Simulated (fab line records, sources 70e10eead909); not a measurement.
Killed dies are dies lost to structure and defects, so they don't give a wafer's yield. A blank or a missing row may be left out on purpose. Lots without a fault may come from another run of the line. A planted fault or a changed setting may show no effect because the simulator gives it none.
Chamber matching | flow nand_harc | NHARC_A_STAIRCASE_DESCUM_168 on rie_diel-02: 4 sister chambers
The step chemistry O2, time 3 s. 33 wafers are shown with their chamber, then 12 later ones without.

WAFERS WITH THEIR CHAMBER
wafer  | chamber | showerhead_plenum_p_Torr (Torr) | drypump_motor_current_A (A) | rf_vpp_V (V)
L074.3 | 1       | 1.92                            | 6.3                         | 57.5
L074.4 | 0       | 1.86                            | 6.1                         | 58.5
L074.5 | 0       | 1.86                            | 6.1                         | 57.8
L075.1 | 2       | 1.81                            | 6.1                         | 57.8
L075.2 | 1       | 1.92                            | 6.2                         | 58.0
L075.5 | 3       | 2.06                            | 5.5                         | 56.8
L075.3 | 3       | 2.06                            | 5.6                         | 58.2
L075.4 | 0       | 1.86                            | 6.1                         | 58.0
L075.6 | 2       | 1.81                            | 6.1                         | 57.6
L076.1 | 1       | 1.92                            | 6.2                         | 57.9
L076.2 | 2       | 1.81                            | 6.1                         | 56.7
L076.5 | 0       | 1.86                            | 6.1                         | 57.0
L078.1 | 2       | 1.81                            | 6.1                         | 57.3
L078.2 | 1       | 1.92                            | 6.2                         | 57.2
L078.3 | 0       | 1.86                            | 6.1                         | 59.1
L078.4 | 3       | 2.06                            | 5.5                         | 58.5
L078.5 | 2       | 1.80                            | 6.1                         | 57.1
L078.6 | 3       | 2.06                            | 5.5                         | 58.5
L077.2 | 1       | 1.92                            | 6.2                         | 58.5
L077.3 | 3       | 2.06                            | 5.5                         | 59.0
L077.4 | 2       | 1.80                            | 6.1                         | 56.0
L083.3 | 0       | 1.86                            | 6.1                         | 57.5
L083.4 | 3       | 2.05                            | 5.5                         | 59.0
L083.6 | 1       | 1.92                            | 6.3                         | 57.1
L082.1 | 0       | 1.86                            | 6.1                         | 57.7
L082.2 | 3       | 2.05                            | 5.5                         | 59.5
L082.3 | 1       | 1.92                            | 6.3                         | 57.4
L082.4 | 2       | 1.80                            | 6.1                         | 55.2
L082.5 | 1       | 1.92                            | 6.2                         | 58.7
L082.6 | 0       | 1.86                            | 6.2                         | 57.5
L087.1 | 3       | 2.05                            | 5.5                         | 58.8
L087.4 | 0       | 1.85                            | 6.1                         | 57.2
L087.5 | 1       | 1.91                            | 6.2                         | 58.5

SIGNATURES (means of the wafers above)
reading                  | chamber 0 | chamber 1 | chamber 2 | chamber 3 | scatter within a chamber
showerhead_plenum_p_Torr | 1.8589    | 1.9189    | 1.8057    | 2.0562    | 0.0043
drypump_motor_current_A  | 6.111     | 6.233     | 6.100     | 5.513     | 0.036
rf_vpp_V                 | 57.811    | 57.867    | 56.814    | 58.538    | 0.744
Rule: a wafer's distance from a chamber is the root of the sum, over the readings, of the square of ((its reading less the chamber's mean) divided by the reading's scatter). The wafer belongs to the nearest chamber; if the next one is less than 2 further off, it can't be placed. The scatter: the root of (the sum of the squares of (reading less its chamber's mean) over the shown wafers, divided by (wafers less chambers)).

WAFERS WITHOUT THEIR CHAMBER
wafer  | showerhead_plenum_p_Torr (Torr) | drypump_motor_current_A (A) | rf_vpp_V (V)
L092.2 | 2.04                            | 5.5                         | 58.5
L092.5 | 1.79                            | 6.1                         | 56.8
L092.6 | 1.91                            | 6.2                         | 57.3
L095.1 | 2.04                            | 5.5                         | 58.3
L095.2 | 1.90                            | 6.2                         | 57.7
L095.3 | 1.79                            | 6.1                         | 57.1
L095.4 | 1.84                            | 6.1                         | 57.1
L095.5 | 2.04                            | 5.6                         | 57.4
L095.6 | 1.79                            | 6.1                         | 57.5
L094.2 | 2.04                            | 5.5                         | 58.6
L094.5 | 1.79                            | 6.1                         | 55.9
L094.6 | 2.04                            | 5.5                         | 57.4

WHICH CHAMBER EACH WENT THROUGH
wafer  | from the rows above | in truth
L092.2 | 3                   | 3
L092.5 | 2                   | 2
L092.6 | 1                   | 1
L095.1 | 3                   | 3
L095.2 | 1                   | 1
L095.3 | 2                   | 2
L095.4 | 0                   | 0
L095.5 | 3                   | 3
L095.6 | 2                   | 2
L094.2 | 3                   | 3
L094.5 | 2                   | 2
L094.6 | 3                   | 3
Placed correctly: 12 of 12. Can't be placed from these rows: 0. Placed wrongly: 0.
